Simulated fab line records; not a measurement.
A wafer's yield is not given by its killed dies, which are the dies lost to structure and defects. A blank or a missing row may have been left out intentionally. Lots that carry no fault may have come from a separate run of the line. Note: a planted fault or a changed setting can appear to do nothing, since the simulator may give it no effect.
fab line records + flow n5Finfet + part 2 of 2: steps 5 to 6 of 6
record:
- lots: 23
- wafers: 69
- lastDay: 17
route steps=1938 shown MOL_CONTACT_COAG@592 BEOL_M0_SAQP@639
lots that met no fault: from a run of the same line without faults
startH: hours from the record's opening day to when the first of the lot's shown wafers began + waitH: hours since the lot's step before + " the same as in the row above + L1.1+2: one row covering several wafers at once + - no value present, or no start provided + * or withheld: withheld + < > ~ a bound
route shown NAME@n: a module of which the file shows steps, and the number in the route of the first + usual: mean and standard deviation over wafers with no fault + same: alike in all rows + chamber/n: place in a boat + sites: readings site by site + _std_site: the standard deviation of these + _edge_site: the outer-site mean with the inner-site mean subtracted + radiusMm: for every site, how far away it sits from the centre of the wafer + mask NAME#n: copy n + behind: the last tool/chamber to shape the wafer + hold: what put the lot on hold/how long, in hours/how the hold closed + device: whichever transistor did not switch (one of n, p or np) + end of line: tests of these same wafers at the route's end + where a step has no rows: the recipe by itself + killed: dies lost to structure and defects at the first sort, not the wafer's yield + map: dies across one wafer; x = killed, . = not, _ = none there
set.NAME: setting as actually run; set.NAME@STEP: the setting as run at that earlier step + model.NAME: the simulator's own value behind a step, which no gauge read
a sample of lots followed through the steps of the route, with each step as a table and each wafer as a row
services: when a tool's chamber went out of use (startH, in hours from the record's first day, below 0 if earlier), for how many hours, and the reason
== steps ==
step: N5_BEOL_M0_SAQP_SPACER1_ALD_98
recipe:
- material: SiO2
- targetThkA: 128
- tempC: 300
- aldPrecursorFamily: BDEAS
- aldCoReactant: O2-plasma
- pulseTimeS: 1
- purgeTimeS: 2
- coReactantPurgeTimeS: 2
- aldCycles: 138
- pressureTorr: 2
usual:
- chamberPressureTorr: 2.000/0.0041
- heaterPowerW: 468/49
- precursorPulseHeightRel: 1.002/0.021
- susceptorTempC: 300.00/0.19
same:
- coReactantPurgeTimeS: 2
| lot.wafer | tool      | chamber | startH | waitH | chamberPressureTorr | heaterPowerW | precursorPulseHeightRel | susceptorTempC |
|-----------|-----------|---------|--------|-------|---------------------|--------------|-------------------------|----------------|
| L074.2    | aldSin-01 | 1       | 114.18 | 0.3   | 2.000               | 434          | 1.007                   | 300.04         |
| L074.3    | "         | 0       | "      | "     | 2.000               | 458          | 0.984                   | 300.12         |
| L074.4    | "         | 3       | "      | "     | 2.006               | 529          | 1.031                   | 299.73         |
| L075.1    | aldSin-01 | 3       | 119.50 | 0.3   | 1.998               | 534          | 1.020                   | 299.99         |
| L075.4    | "         | 0       | "      | "     | 2.007               | 456          | 1.018                   | 300.32         |
| L075.5    | "         | 0       | "      | "     | 2.008               | 459          | 1.010                   | 299.92         |
| L076.3    | aldSin-01 | 0       | 122.12 | 0.1   | 2.004               | 454          | 0.981                   | 299.79         |
| L076.5    | "         | 3       | "      | "     | 1.999               | 519          | 0.991                   | 299.89         |
| L076.6    | "         | 2       | "      | "     | 1.995               | 514          | 1.014                   | 300.39         |
| L077.2    | aldSin-01 | 0       | 125.52 | 0.3   | 2.005               | 457          | 1.014                   | 299.63         |
| L077.3    | "         | 1       | "      | "     | 2.000               | 446          | 1.021                   | 300.10         |
| L077.4    | "         | 3       | "      | "     | 1.998               | 539          | 1.020                   | 299.80         |
| L078.1    | aldSin-01 | 1       | 130.66 | 1.3   | 2.001               | 445          | 0.993                   | 299.99         |
| L078.4    | "         | 2       | "      | "     | 2.000               | 522          | 1.020                   | 299.65         |
| L078.5    | "         | 2       | "      | "     | 2.001               | 519          | 0.986                   | 300.04         |
| L079.1    | aldSin-04 | 0       | 137.61 | 0.3   | 2.003               | 490          | 0.980                   | 299.80         |
| L079.4    | "         | 3       | "      | "     | 2.000               | 419          | 1.015                   | 300.19         |
| L079.6    | "         | 1       | "      | "     | 2.003               | 536          | 0.993                   | 299.75         |
| L080.3    | aldSin-03 | 0       | 141.26 | 0.2   | 2.001               | 483          | 0.998                   | 300.13         |
| L080.4    | "         | 2       | "      | "     | 2.001               | 377          | 0.988                   | 300.16         |
| L080.5    | "         | 3       | "      | "     | 1.995               | 427          | 0.988                   | 300.08         |
| L081.3    | aldSin-04 | 1       | 151.56 | 0.7   | 2.008               | 530          | 1.009                   | 300.14         |
| L081.5    | "         | 0       | "      | "     | 1.999               | 512          | 1.003                   | 299.94         |
| L081.6    | "         | 3       | "      | "     | 1.995               | 414          | 0.991                   | 299.95         |
| L082.1    | aldSin-03 | 0       | 158.51 | 0.4   | 1.991               | 486          | 1.063                   | 300.38         |
| L082.4    | "         | 1       | "      | "     | 1.997               | 442          | 0.998                   | 300.21         |
| L082.6    | "         | 0       | "      | "     | 1.998               | 467          | 1.035                   | 300.14         |
| L083.1    | aldSin-03 | 1       | 161.65 | 0.3   | 2.002               | 449          | 1.027                   | 300.12         |
| L083.4    | "         | 0       | "      | "     | 2.007               | 486          | 1.001                   | 299.86         |
| L083.5    | "         | 2       | "      | "     | 2.001               | 381          | 1.008                   | 300.02         |
| L084.1    | aldSin-01 | 2       | 176.70 | 0.3   | 2.005               | 529          | 1.002                   | 299.99         |
| L084.2    | "         | 1       | "      | "     | 2.001               | 442          | 1.030                   | 300.03         |
| L084.6    | "         | 1       | "      | "     | 1.999               | 426          | 0.993                   | 299.96         |
| L085.3    | aldSin-01 | 3       | 177.52 | 0.1   | 2.000               | 524          | 0.976                   | 300.05         |
| L085.5    | "         | 3       | "      | "     | 2.003               | 540          | 0.996                   | 299.83         |
| L085.6    | "         | 0       | "      | "     | 1.997               | 458          | 0.980                   | 299.70         |
| L087.1    | aldSin-03 | 2       | 194.57 | 0.7   | 2.009               | 376          | 1.006                   | 300.01         |
| L087.2    | "         | 3       | "      | "     | 2.002               | 424          | 0.978                   | 300.07         |
| L087.3    | "         | 0       | "      | "     | 1.998               | 491          | 1.015                   | 299.88         |
| L088.2    | aldSin-04 | 0       | 195.00 | 0.3   | 1.993               | 509          | 1.006                   | 300.33         |
| L088.5    | "         | 1       | "      | "     | 2.002               | 524          | 1.012                   | 299.76         |
| L088.6    | "         | 2       | "      | "     | 2.001               | 492          | 0.983                   | 300.16         |
| L089.1    | aldSin-04 | 0       | 199.25 | 0.3   | 1.993               | 505          | 0.972                   | 300.02         |
| L089.4    | "         | 3       | "      | "     | 1.995               | 414          | 0.997                   | 299.86         |
| L089.6    | "         | 0       | "      | "     | 1.999               | 502          | 1.013                   | 299.90         |
| L090.2    | aldSin-03 | 3       | 202.72 | 0.3   | 2.004               | 421          | 0.973                   | 300.23         |
| L090.3    | "         | 2       | "      | "     | 2.000               | 385          | 0.999                   | 300.20         |
| L090.6    | "         | 2       | "      | "     | 2.007               | 374          | 1.000                   | 300.17         |
| L091.1    | aldSin-04 | 1       | 211.39 | 0.3   | 1.991               | 543          | 0.951                   | 300.05         |
| L091.2    | "         | 2       | "      | "     | 1.995               | 508          | 1.005                   | 300.11         |
| L091.3    | "         | 3       | "      | "     | 2.002               | 422          | 1.000                   | 300.02         |
| L092.2    | aldSin-01 | 1       | 220.00 | 0.8   | 2.005               | 432          | 0.999                   | 299.95         |
| L092.4    | "         | 3       | "      | "     | 1.999               | 545          | 1.034                   | 299.82         |
| L092.5    | "         | 2       | "      | "     | 1.997               | 532          | 1.010                   | 299.81         |
| L093.1    | aldSin-03 | 1       | 223.47 | 0.3   | 1.999               | 450          | 0.954                   | 299.88         |
| L093.5    | "         | 0       | "      | "     | 1.995               | 475          | 0.997                   | 300.20         |
| L093.6    | "         | 3       | "      | "     | 2.003               | 434          | 0.982                   | 300.17         |
| L094.1    | aldSin-03 | 2       | 230.98 | 0.3   | 1.999               | 388          | 0.977                   | 299.97         |
| L094.3    | "         | 1       | "      | "     | 2.007               | 449          | 1.015                   | 299.80         |
| L094.4    | "         | 0       | "      | "     | 2.009               | 481          | 1.001                   | 299.76         |
| L095.2    | aldSin-04 | 2       | 234.44 | 0.4   | 1.997               | 488          | 1.010                   | 299.59         |
| L095.4    | "         | 3       | "      | "     | 2.000               | 422          | 1.007                   | 299.89         |
| L095.5    | "         | 3       | "      | "     | 1.996               | 427          | 0.961                   | 300.08         |
| L096.1    | aldSin-03 | 0       | 244.83 | 0.3   | 2.000               | 489          | 1.004                   | 300.14         |
| L096.3    | "         | 1       | "      | "     | 1.999               | 455          | 0.959                   | 299.56         |
| L096.6    | "         | 3       | "      | "     | 2.002               | 425          | 1.008                   | 299.82         |
| L097.3    | aldSin-03 | 1       | 247.51 | 0.1   | 1.997               | 458          | 0.981                   | 299.83         |
| L097.4    | "         | 2       | "      | "     | 2.002               | 379          | 1.012                   | 299.87         |
| L097.6    | "         | 0       | "      | "     | 1.996               | 478          | 1.026                   | 299.66         |
step: N5_BEOL_M0_SAQP_ETCH_101
recipe:
- chemistry: CH3F/O2
- target: SiNx
- maskMaterial: SiO2
- targetDepthA: 299
- timeS: 42.7
- pressureMtorr: 30
- sourceW: 395
- biasW: 73
- Ar_flow_sccm: 150
- CH3F_flow_sccm: 30
- O2_flow_sccm: 20
- ionEnergyEv: 120
usual:
- O2_flow_sccm: 19.99/0.059
- drypumpMotorCurrentA: 5.6/0.52
- oesProductAu: 0.81/0.083
- rfVppV: 298.3/2.2
- showerheadPlenumPTorr: 2.03/0.061
- throttleValvePct: 16.29/0.25
| lot.wafer | tool       | chamber | startH | waitH | O2_flow_sccm | drypumpMotorCurrentA | oesProductAu | rfHoursCounterH | rfVppV | showerheadPlenumPTorr | throttleValvePct |
|-----------|------------|---------|--------|-------|--------------|----------------------|--------------|-----------------|--------|-----------------------|------------------|
| L074.2    | rieDiel-01 | 1       | 115.12 | 0.1   | 20.02        | 5.7                  | 0.80         | 116             | 300.2  | 2.01                  | 16.25            |
| L074.3    | "          | 3       | "      | "     | 19.98        | 5.5                  | 0.93         | 21              | 302.6  | 2.05                  | 16.21            |
| L074.4    | "          | 0       | "      | "     | 20.04        | 5.8                  | 0.88         | 29              | 299.3  | 2.13                  | 16.40            |
| L075.1    | rieDiel-02 | 2       | 120.38 | 0.2   | 20.00        | 5.1                  | 0.82         | 66              | 296.8  | 1.95                  | 16.34            |
| L075.4    | "          | 3       | "      | "     | 19.99        | 4.9                  | 0.69         | 215             | 299.2  | 2.06                  | 16.53            |
| L075.5    | "          | 3       | "      | "     | 19.95        | 4.9                  | 0.70         | -               | 299.8  | 2.06                  | 16.53            |
| L076.3    | rieDiel-03 | 2       | 122.83 | 0.0   | 19.97        | 6.4                  | 0.91         | 21              | 295.5  | 2.13                  | 16.12            |
| L076.5    | "          | 3       | "      | "     | 19.92        | 5.7                  | 0.96         | -               | 299.8  | 2.05                  | 16.15            |
| L076.6    | "          | 0       | "      | "     | 20.07        | 5.6                  | 1.01         | -               | 301.6  | 1.97                  | 15.79            |
| L077.2    | rieDiel-02 | 0       | 126.23 | 0.0   | 19.96        | 6.1                  | 0.78         | 128             | 297.2  | 2.08                  | 15.96            |
| L077.3    | "          | 3       | "      | "     | 19.98        | 4.9                  | 0.70         | 217             | 299.0  | 2.06                  | 16.53            |
| L077.4    | "          | 2       | "      | "     | 20.02        | 5.0                  | 0.84         | 68              | 295.2  | 1.95                  | 16.35            |
| L078.1    | rieDiel-01 | 3       | 131.47 | 0.1   | 20.05        | 5.5                  | 0.91         | 26              | 305.1  | 2.05                  | 16.21            |
| L078.4    | "          | 2       | "      | "     | 19.85        | 4.9                  | 0.85         | 64              | 297.4  | 1.94                  | 16.01            |
| L078.5    | "          | 2       | "      | "     | 19.86        | 4.9                  | 0.86         | -               | 297.5  | 1.94                  | 16.03            |
| L079.1    | rieDiel-02 | 1       | 138.32 | 0.0   | 19.96        | 5.8                  | 0.70         | 227             | 299.1  | 1.98                  | 16.83            |
| L079.4    | "          | 3       | "      | "     | 19.98        | 4.9                  | 0.70         | 222             | 299.8  | 2.06                  | 16.54            |
| L079.6    | "          | 2       | "      | "     | 19.99        | 5.1                  | 0.82         | -               | 297.1  | 1.95                  | 16.34            |
| L080.3    | rieDiel-01 | 0       | 142.16 | 0.1   | 19.93        | 5.8                  | 0.86         | 38              | 298.6  | 2.13                  | 16.42            |
| L080.4    | "          | 1       | "      | "     | 20.02        | 5.7                  | 0.80         | -               | 299.0  | 2.01                  | 16.27            |
| L080.5    | "          | 0       | "      | "     | 19.95        | 5.8                  | 0.86         | -               | 300.1  | 2.13                  | 16.40            |
| L081.3    | rieDiel-02 | 2       | 152.45 | 0.2   | 19.97        | 5.0                  | 0.82         | 78              | 294.8  | 1.94                  | 16.38            |
| L081.5    | "          | 1       | "      | "     | 20.02        | 5.8                  | 0.69         | -               | 297.0  | 1.98                  | 16.84            |
| L081.6    | "          | 2       | "      | "     | 19.98        | 5.1                  | 0.82         | -               | 292.9  | 1.94                  | 16.36            |
| L082.1    | rieDiel-02 | 0       | 159.37 | 0.1   | 20.09        | 6.1                  | 0.77         | 137             | 297.6  | 2.08                  | 15.97            |
| L082.4    | "          | 3       | "      | "     | 19.96        | 4.9                  | 0.69         | 229             | 299.2  | 2.05                  | 16.57            |
| L082.6    | "          | 3       | "      | "     | 19.88        | 4.9                  | 0.70         | -               | 300.6  | 2.05                  | 16.58            |
| L083.1    | rieDiel-03 | 2       | 162.53 | 0.2   | 20.10        | 6.4                  | 0.88         | 35              | 295.7  | 2.12                  | 16.13            |
| L083.4    | "          | 1       | "      | "     | 19.96        | 6.6                  | 0.73         | 195             | 296.9  | 2.06                  | 16.45            |
| L083.5    | "          | 2       | "      | "     | 19.93        | 6.4                  | 0.89         | -               | 295.2  | 2.12                  | 16.15            |
| L084.1    | rieDiel-03 | 0       | 177.42 | 0.0   | 19.90        | 5.7                  | 0.95         | 18              | 300.2  | 1.96                  | 15.83            |
| L084.2    | "          | 1       | "      | "     | 20.13        | 6.6                  | 0.74         | 199             | 298.9  | 2.06                  | 16.45            |
| L084.6    | "          | 3       | "      | "     | 20.03        | 5.7                  | 0.93         | -               | 299.3  | 2.04                  | 16.19            |
| L085.3    | rieDiel-02 | 1       | 178.23 | 0.0   | 19.88        | 5.8                  | 0.69         | 240             | 296.2  | 1.97                  | 16.84            |
| L085.5    | "          | 0       | "      | "     | 19.95        | 6.1                  | 0.77         | -               | 295.1  | 2.08                  | 16.01            |
| L085.6    | "          | 1       | "      | "     | 20.00        | 5.8                  | 0.69         | -               | 298.2  | 1.97                  | 16.85            |
| L087.1    | rieDiel-02 | 3       | 195.28 | 0.0   | 19.99        | 4.9                  | 0.69         | 239             | 298.7  | 2.05                  | 16.58            |
| L087.2    | "          | 2       | "      | "     | 19.92        | 5.0                  | 0.81         | 87              | 294.8  | 1.94                  | 16.40            |
| L087.3    | "          | 0       | "      | "     | 20.03        | 6.1                  | 0.76         | 147             | 297.0  | 2.08                  | 15.99            |
| L088.2    | rieDiel-01 | 1       | 195.71 | 0.0   | 19.91        | 5.7                  | 0.78         | 140             | 299.3  | 2.01                  | 16.31            |
| L088.5    | "          | 3       | "      | "     | 19.85        | 5.5                  | 0.89         | -               | 304.0  | 2.04                  | 16.24            |
| L088.6    | "          | 0       | "      | "     | 19.97        | 5.8                  | 0.84         | -               | 299.1  | 2.12                  | 16.44            |
| L089.1    | rieDiel-03 | 0       | 199.97 | 0.0   | 19.94        | 5.7                  | 0.92         | 24              | 300.4  | 1.96                  | 15.84            |
| L089.4    | "          | 1       | "      | "     | 19.95        | 6.6                  | 0.73         | 206             | 299.3  | 2.06                  | 16.46            |
| L089.6    | "          | 2       | "      | "     | 19.93        | 6.4                  | 0.87         | -               | 295.5  | 2.12                  | 16.17            |
| L090.2    | rieDiel-01 | 1       | 203.66 | 0.3   | 19.99        | 5.7                  | 0.78         | 142             | 299.2  | 2.01                  | 16.28            |
| L090.3    | "          | 0       | "      | "     | 19.95        | 5.8                  | 0.84         | 55              | 298.9  | 2.12                  | 16.44            |
| L090.6    | "          | 2       | "      | "     | 19.94        | 4.9                  | 0.83         | -               | 297.7  | 1.93                  | 16.08            |
| L091.1    | rieDiel-02 | 3       | 212.10 | 0.0   | 20.02        | 4.9                  | 0.68         | 244             | 299.5  | 2.05                  | 16.60            |
| L091.2    | "          | 2       | "      | "     | 20.00        | 5.0                  | 0.80         | 92              | 293.8  | 1.94                  | 16.38            |
| L091.3    | "          | 0       | "      | "     | 20.04        | 6.1                  | 0.76         | 151             | 298.2  | 2.08                  | 16.02            |
| L092.2    | rieDiel-01 | 0       | 220.72 | 0.0   | 20.00        | 5.8                  | 0.84         | 59              | 298.2  | 2.12                  | 16.45            |
| L092.4    | "          | 3       | "      | "     | 19.98        | 5.5                  | 0.87         | 46              | 303.9  | 2.04                  | 16.27            |
| L092.5    | "          | 0       | "      | "     | 20.03        | 5.7                  | 0.84         | -               | 299.6  | 2.12                  | 16.47            |
| L093.1    | rieDiel-02 | 0       | 224.24 | 0.0   | 20.03        | 6.1                  | 0.76         | 155             | 298.7  | 2.07                  | 16.01            |
| L093.5    | "          | 0       | "      | "     | 20.05        | 6.1                  | 0.75         | -               | 299.2  | 2.07                  | 16.03            |
| L093.6    | "          | 3       | "      | "     | 20.02        | 4.9                  | 0.69         | -               | 299.3  | 2.05                  | 16.62            |
| L094.1    | rieDiel-01 | 2       | 231.69 | 0.0   | 19.99        | 4.9                  | 0.82         | 95              | 295.8  | 1.93                  | 16.11            |
| L094.3    | "          | 1       | "      | "     | 19.93        | 5.7                  | 0.77         | 151             | 299.3  | 2.00                  | 16.30            |
| L094.4    | "          | 0       | "      | "     | 20.01        | 5.8                  | 0.83         | 62              | 299.5  | 2.12                  | 16.45            |
| L095.2    | rieDiel-01 | 2       | 235.21 | 0.0   | 20.13        | 4.9                  | 0.82         | 97              | 296.8  | 1.93                  | 16.09            |
| L095.4    | "          | 0       | "      | "     | 19.99        | 5.8                  | 0.84         | 64              | 298.2  | 2.12                  | 16.45            |
| L095.5    | "          | 1       | "      | "     | 20.03        | 5.7                  | 0.77         | -               | 299.9  | 2.00                  | 16.31            |
| L096.1    | rieDiel-03 | 2       | 245.70 | 0.0   | 19.87        | 6.4                  | 0.86         | 56              | 294.7  | 2.12                  | 16.19            |
| L096.3    | "          | 3       | "      | "     | 19.97        | 5.7                  | 0.89         | 46              | 299.2  | 2.03                  | 16.23            |
| L096.6    | "          | 3       | "      | "     | 20.02        | 5.7                  | 0.89         | -               | 298.8  | 2.03                  | 16.23            |
| L097.3    | rieDiel-02 | 0       | 248.22 | 0.0   | 20.00        | 6.1                  | 0.74         | 163             | 296.5  | 2.07                  | 16.01            |
| L097.4    | "          | 2       | "      | "     | 19.92        | 5.1                  | 0.79         | 104             | 294.9  | 1.94                  | 16.41            |
| L097.6    | "          | 1       | "      | "     | 20.03        | 5.8                  | 0.98         | -               | 297.3  | 1.97                  | 16.39            |
== services ==
| tool       | chamber | startH | hours | kind                        |
|------------|---------|--------|-------|-----------------------------|
| aldSin-03  | -       | 85.66  | 14.0  | pm                          |
| aldSin-01  | 3       | 88.34  | 2.6   | repair                      |
| rieDiel-02 | 3       | 88.48  | 5.4   | repair                      |
| rieDiel-04 | 1       | 104.02 | 9.3   | repair                      |
| rieDiel-05 | 2       | 132.80 | 6.0   | repair                      |
| rieDiel-01 | 3       | 135.89 | 14.2  | repair                      |
| rieDiel-04 | 3       | 137.04 | -     | clean                       |
| rieDiel-04 | 3       | 137.04 | -     | consumableReplace:focusRing |
| rieDiel-04 | 3       | 137.04 | 17.2  | scheduledDown               |
| rieDiel-04 | 3       | 137.04 | 17.2  | ventCycle                   |
| rieDiel-02 | 0       | 141.71 | 3.3   | repair                      |
| rieDiel-03 | 3       | 151.46 | 4.3   | repair                      |
| rieDiel-03 | 2       | 170.31 | 8.0   | repair                      |
| aldSin-01  | 2       | 201.46 | 2.2   | repair                      |
| rieDiel-02 | 1       | 210.87 | -     | clean                       |
| rieDiel-02 | 1       | 210.87 | -     | consumableReplace:focusRing |
| rieDiel-02 | 1       | 210.87 | 26.1  | scheduledDown               |
| rieDiel-02 | 1       | 210.87 | 26.1  | ventCycle                   |
| rieDiel-03 | 3       | 214.67 | 3.1   | repair                      |
| rieDiel-01 | 0       | 216.59 | 1.2   | repair                      |
| rieDiel-02 | -       | 219.04 | 0.7   | repair                      |
| aldSin-01  | 0       | 220.47 | 15.2  | repair                      |
| rieDiel-03 | 2       | 224.91 | 9.3   | repair                      |
| rieDiel-03 | 0       | 240.51 | 12.8  | repair                      |
